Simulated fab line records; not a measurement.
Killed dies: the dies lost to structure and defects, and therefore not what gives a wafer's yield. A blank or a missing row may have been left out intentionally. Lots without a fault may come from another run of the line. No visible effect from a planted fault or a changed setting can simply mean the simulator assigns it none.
Chamber matching    flow n5-finfet    N5_BEOL_M11_CURE_72 on uv-cure-02 has 3 sister chambers
The step cures SiCOH lowk, time 120 s. 3 wafers are shown with their chamber, then 8 later ones without.

EACH WAFER AND ITS CHAMBER
wafer   chamber  wafer_temp_C_max
L077.4  1        370.9
L089.6  2        372.4
L090.3  0        371.1

WAFERS WITH NO CHAMBER GIVEN
wafer   wafer_temp_C_max
L090.4  371.3
L090.5  371.6
L097.1  371.7
L097.3  370.9
L097.6  371.6
L094.2  371.4
L094.4  372.0
L094.5  372.4

CHAMBER TAKEN BY EACH
wafer   from the rows above           in truth
L090.4  can't be placed: 0 or 1       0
L090.5  can't be placed: 0 or 1 or 2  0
L097.1  can't be placed: 0 or 2 or 1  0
L097.3  can't be placed: 1 or 0       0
L097.6  can't be placed: 0 or 1 or 2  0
L094.2  can't be placed: 0 or 1 or 2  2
L094.4  can't be placed: 2 or 0 or 1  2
L094.5  2                             2
Correct placement for 1 of the 8. Can't be placed from these rows: 7 (the true chamber is among the candidates in 7). 0 placed wrongly.
How it was worked out, from the rows above alone: a wafer's distance from a chamber is the root of the sum, over the readings, of the square of ((its reading less the chamber's mean) divided by the reading's scatter). If the next closest chamber is less than 2 further off than the closest, the wafer can't be placed; otherwise it belongs to the closest. A chamber's mean is the mean of its shown wafers. The scatter (one wafer shown for each chamber): square how far every hidden wafer sits from the nearest shown wafer, average those squares and take the square root.
